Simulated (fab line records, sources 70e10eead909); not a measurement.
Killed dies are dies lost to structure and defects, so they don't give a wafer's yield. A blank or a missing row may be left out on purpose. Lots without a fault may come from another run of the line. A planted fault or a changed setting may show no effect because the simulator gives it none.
A struck lot beside a sound one | flow nand_harc | 43 steps out of a route of 1302
Sound: wafers L116.1, L116.2, L116.3. Struck: wafers L131.2, L131.3, L131.6. The cause comes at the end.
At each step with rows: each side's tool, then ch and its chambers, then its first start. Under that, the readings that differ: sound wafers | struck wafers | difference of the means | sigmas: that difference in standard deviations of wafers without a fault.
alike: readings whose means differ by less than 2 such deviations, and words and numbers that are the same on both sides. not compared: withheld readings, readings that some wafer has no value for, bounds like >300 that may hide the same value, and numbers for which the record gives no deviation and whose values overlap.
The two part at a step that has a row with sigmas, a row that says differs or no value, or rows on one side only. Numbers that don't overlap but have no deviation are shown without sigmas and don't part them. A reading that every wafer of one side lacks parts them only if that side has two wafers or more.

NHARC_P_ZERO_WELL_CD_MEAS_24: target cd 720 nm.
  sound on cd_sem-03 ch 0, day 2 18:31; struck on cd_sem-03 ch 0, day 9 00:30
  alike: cd_nm
then, 1 step without rows for these wafers: NHARC_P_ZERO_WELL_HARDBAKE_25 (time 80 s).
NHARC_P_ZERO_WELL_DESCUM_26: chemistry O2, time 3 s.
  sound on rie_diel-04 ch 0,1,2, day 2 18:40; struck on rie_diel-13 ch 1,2,3, day 9 00:40
  alike: drypump_motor_current_A, oes_product_au, rf_vpp_V, showerhead_plenum_p_Torr, throttle_valve_pct
  not compared: rf_hours_counter_h
then, 9 steps without rows for these wafers: NHARC_P_ZERO_WELL_IMPLANT_27; NHARC_P_ZERO_WELL_IMPLANT_57; NHARC_P_ZERO_WELL_IMPLANT_58; NHARC_P_ZERO_WELL_STRIP_28 (strips in SPM, time 840 s); NHARC_P_ZERO_WELL_DEHYDRATE_29 (time 120 s); NHARC_P_ZERO_WELL_HMDS_30 (time 30 s); NHARC_P_ZERO_WELL_COAT_31; NHARC_P_ZERO_WELL_SOFTBAKE_32 (time 95 s); NHARC_P_ZERO_WELL_EBR_33.
NHARC_P_ZERO_WELL_EXPOSE_34: exposes mask P PWELL, target cd 720 nm.
  sound on krf_scanner-02 ch 0, day 2 19:59; struck on krf_scanner-02 ch 0, day 9 01:52
  reading                             | sound                | struck               | difference | sigmas
  model.P_ZERO_WELL.overlay_x_nm (nm) | -3.143 -3.143 -3.143 | -110.5 -110.5 -110.5 | -107.4     |
  alike: mask, stage_vel_mm_s
then, 2 steps without rows for these wafers: NHARC_P_ZERO_WELL_PEB_35 (peb time 85 s); NHARC_P_ZERO_WELL_DEVELOP_36 (time 70 s).
NHARC_P_ZERO_WELL_CD_MEAS_37: target cd 720 nm.
  sound on cd_sem-01 ch 0, day 2 20:09; struck on cd_sem-01 ch 0, day 9 02:01
  alike: cd_nm
then, 1 step without rows for these wafers: NHARC_P_ZERO_WELL_HARDBAKE_38 (time 80 s).
NHARC_P_ZERO_WELL_DESCUM_39: chemistry O2, time 3 s.
  sound on rie_diel-04 ch 0,2,3, day 2 20:21; struck on rie_diel-13 ch 0,3, day 9 02:10
  reading      | sound          | struck         | difference | sigmas
  rf_vpp_V (V) | 59.8 58.7 58.7 | 57.6 57.3 56.0 | -2.1       | -2
  alike: drypump_motor_current_A, oes_product_au, showerhead_plenum_p_Torr, throttle_valve_pct
  not compared: rf_hours_counter_h
then, 12 steps without rows for these wafers: NHARC_P_ZERO_WELL_IMPLANT_40; NHARC_P_ZERO_WELL_IMPLANT_59; NHARC_P_ZERO_WELL_IMPLANT_60; NHARC_P_ZERO_WELL_STRIP_41 (strips in SPM, time 840 s); NHARC_P_ZERO_WELL_DEHYDRATE_44 (time 120 s); NHARC_P_ZERO_WELL_HMDS_45 (time 30 s); NHARC_P_ZERO_WELL_COAT_46; NHARC_P_ZERO_WELL_SOFTBAKE_47 (time 95 s); NHARC_P_ZERO_WELL_EBR_48; NHARC_P_ZERO_WELL_EXPOSE_49 (exposes mask P HVPW, target cd 2000 nm); NHARC_P_ZERO_WELL_PEB_50 (peb time 85 s); NHARC_P_ZERO_WELL_DEVELOP_51 (time 70 s).
NHARC_P_ZERO_WELL_CD_MEAS_52: target cd 2000 nm.
  sound on cd_sem-03 ch 0, day 2 21:49; struck on cd_sem-02 ch 0, day 9 03:32
  alike: cd_nm
then, 1 step without rows for these wafers: NHARC_P_ZERO_WELL_HARDBAKE_53 (time 80 s).
NHARC_P_ZERO_WELL_DESCUM_54: chemistry O2, time 3 s.
  sound on rie_diel-13 ch 1,2,3, day 2 22:07; struck on rie_diel-02 ch 2,3, day 9 03:41
  alike: drypump_motor_current_A, oes_product_au, rf_vpp_V, showerhead_plenum_p_Torr, throttle_valve_pct
  not compared: rf_hours_counter_h
then, 5 steps without rows for these wafers: NHARC_P_ZERO_WELL_IMPLANT_55; NHARC_P_ZERO_WELL_IMPLANT_61; NHARC_P_ZERO_WELL_STRIP_56 (strips in SPM, time 840 s); NHARC_P_ZERO_WELL_PRECLEAN_68 (cleans in SC1, time 60 s); NHARC_P_ZERO_WELL_SRD_69.
NHARC_P_ZERO_WELL_RTA_42: time 300 s.
  sound on rtp_anneal-01 ch 0, day 2 23:07; struck on rtp_anneal-02 ch 0, day 9 04:47
  reading             | sound          | struck         | difference | sigmas
  lamp_power_pct (%)  | 37.0 37.0 37.0 | 38.6 38.6 38.6 | +1.6       | +2
  lamp_zone_3_pct (%) | 37.0 37.0 37.0 | 38.6 38.6 38.6 | +1.6       | +2
  alike: wafer_temp_C_max
NHARC_P_ZERO_WELL_INSPECT_43:
  sound on defect_inspect-02, day 2 23:47; struck on defect_inspect-01, day 9 05:21
  alike: raw_defect_count
then, 2 steps without rows for these wafers: NHARC_P_STI_ETCH_26 (etches SiO2 in dHF, target depth 11 nm); NHARC_P_STI_PRECLEAN_27 (cleans in SC1).
-- the record jumps here: 23 days lie between the struck wafers' starts before and after (it left off in module P_STI and takes up again in module END, whose first step shown is number 1302 of the route) --
NHARC_END_SORT_01:
  the record has rows for the struck wafers here (prober-01 ch 0, day 31 18:55) and none for the sound ones

WHERE THEY PART
First at NHARC_P_ZERO_WELL_DESCUM_39; last, within this record, at NHARC_END_SORT_01.

WHY: what the simulator had put in
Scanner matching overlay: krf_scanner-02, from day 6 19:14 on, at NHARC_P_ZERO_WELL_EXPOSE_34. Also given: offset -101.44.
